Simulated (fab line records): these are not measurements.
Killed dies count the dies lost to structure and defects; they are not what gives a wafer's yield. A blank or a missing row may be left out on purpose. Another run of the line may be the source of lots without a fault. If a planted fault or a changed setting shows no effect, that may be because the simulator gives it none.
What tool caused it?    flow nand_harc    Sampling: 13 lots, 39 wafers, 4 of 1159 route steps

WHAT THE GAUGES SHOWED, per wafer
NHARC_P_ZERO_WELL_CD_MEAS_37: target cd 720 nm. Usual: cd_nm reads 720.1 nm (standard deviation 1.7).
lot   measured     on         cd_nm (nm)         flag
L788  day 1 15:58  cd_sem-03  719.4 718.6 718.2  
L789  day 1 22:07  cd_sem-02  718.3 718.6 719.7  
L790  day 2 04:22  cd_sem-01  719.7 719.0 721.9  
L791  day 2 10:13  cd_sem-02  720.3 721.2 719.5  
L793  day 2 21:59  cd_sem-02  719.5 721.3 720.6  
L794  day 3 04:14  cd_sem-01  733.4 732.0 734.5  OFF
L801  day 4 22:08  cd_sem-01  720.2 719.3 720.5  
L802  day 5 04:16  cd_sem-01  721.8 719.1 721.2  
L803  day 5 10:07  cd_sem-02  718.4 718.9 721.4  
L807  day 6 10:02  cd_sem-01  722.0 722.9 720.9  
L809  day 6 22:06  cd_sem-02  722.2 720.0 718.6  
L810  day 7 04:07  cd_sem-01  718.7 716.7 718.7  
L811  day 7 10:15  cd_sem-02  722.3 718.3 721.0  

NHARC_P_GATE_INSPECT_28. Usual: raw_defect_count reads 7 (standard deviation 3.3).
lot   measured      on                 raw_defect_count  flag
L788  day 4 20:20   defect_inspect-02  3 4 6             
L789  day 5 04:45   defect_inspect-02  5 5 11            
L790  day 5 08:10   defect_inspect-02  5 7 3             
L791  day 5 07:56   defect_inspect-02  9 10 4            
L793  day 5 20:55   defect_inspect-02  4 12 4            
L794  day 6 12:03   defect_inspect-02  3 7 4             
L801  day 8 02:20   defect_inspect-02  9 10 12           
L802  day 8 14:20   defect_inspect-01  6 15 3            
L803  day 8 13:41   defect_inspect-02  15 5 6            
L807  day 9 12:11   defect_inspect-02  11 11 8           
L809  day 9 23:38   defect_inspect-01  3 5 2             
L810  day 10 00:17  defect_inspect-01  11 10 5           
L811  day 10 12:08  defect_inspect-02  7 9 19            

TOOL THAT RAN EACH LOT (tool first, then ch and the chambers of the sampled wafers, then the start)
lot   NHARC_P_ZERO_WELL_EXPOSE_34       NHARC_P_GATE_DEP_103
L788  krf_scanner-01 ch 0, day 1 15:49  pecvd-02 ch 0,1,2, day 4 19:40
L789  krf_scanner-01 ch 0, day 1 21:58  pecvd-03 ch 0,1,2, day 5 04:04
L790  krf_scanner-03 ch 0, day 2 04:13  pecvd-04 ch 1,2, day 5 07:22
L791  krf_scanner-01 ch 0, day 2 10:04  pecvd-02 ch 0,1, day 5 07:16
L793  krf_scanner-01 ch 0, day 2 21:50  pecvd-04 ch 1,2, day 5 20:10
L794  krf_scanner-04 ch 0, day 3 04:05  pecvd-04 ch 0,2, day 6 11:22
L801  krf_scanner-04 ch 0, day 4 21:59  pecvd-04 ch 0,1,2, day 8 01:32
L802  krf_scanner-01 ch 0, day 5 04:05  pecvd-03 ch 1,2, day 8 13:35
L803  krf_scanner-03 ch 0, day 5 09:58  pecvd-03 ch 0,1,2, day 8 12:53
L807  krf_scanner-01 ch 0, day 6 09:53  pecvd-02 ch 0,1, day 9 11:20
L809  krf_scanner-04 ch 0, day 6 21:57  pecvd-03 ch 0,1,2, day 9 22:52
L810  krf_scanner-01 ch 0, day 7 03:57  pecvd-02 ch 0,1,2, day 9 23:31
L811  krf_scanner-04 ch 0, day 7 10:05  pecvd-04 ch 0,2, day 10 11:20
- NHARC_P_ZERO_WELL_EXPOSE_34: exposes mask P PWELL, target cd 720 nm.
- NHARC_P_GATE_DEP_103: deposits SiON, target thk 30 nm.

AS READ BY THE TOOLS THEMSELVES (means over the sampled wafers that have a number; for cases with no such wafer, the mark the record gives instead)
NHARC_P_GATE_DEP_103. Usual: heater_power_w reads 748 W (standard deviation 130).
lot   tool      heater_power_w (W)  flag
L788  pecvd-02  778                 
L789  pecvd-03  680                 
L790  pecvd-04  833                 
L791  pecvd-02  812                 
L793  pecvd-04  859                 
L794  pecvd-04  644                 
L801  pecvd-04  724                 
L802  pecvd-03  748                 
L803  pecvd-03  712                 
L807  pecvd-02  713                 
L809  pecvd-03  733                 
L810  pecvd-02  752                 
L811  pecvd-04  605                 

THE ANSWER, worked out from the rows above alone
Rule: a lot counts as off when the mean over its wafers that have a number is more than 3 standard deviations away from the usual mean. Also off: a lot with no number at a reading for which 4 or more lots have one. The other lots that the step has rows for count as sound. The gauges are gone through in route order, then the tools' own readings, and for those a lot's mean is taken as printed above. At the first step where some lot is off, the reading lying furthest off is the one used; lots without a number count as furthest.
Off, at NHARC_P_ZERO_WELL_CD_MEAS_37 on cd_nm: L794.
If a tool, at a process step before that reading, ran all the lots that are off and no sound lot after the first of them, it fits. Those tools and the gauges at NHARC_P_ZERO_WELL_CD_MEAS_37 are tried in the same way. Not one of the candidates tried fits.

WHAT THE SIMULATOR PUT IN
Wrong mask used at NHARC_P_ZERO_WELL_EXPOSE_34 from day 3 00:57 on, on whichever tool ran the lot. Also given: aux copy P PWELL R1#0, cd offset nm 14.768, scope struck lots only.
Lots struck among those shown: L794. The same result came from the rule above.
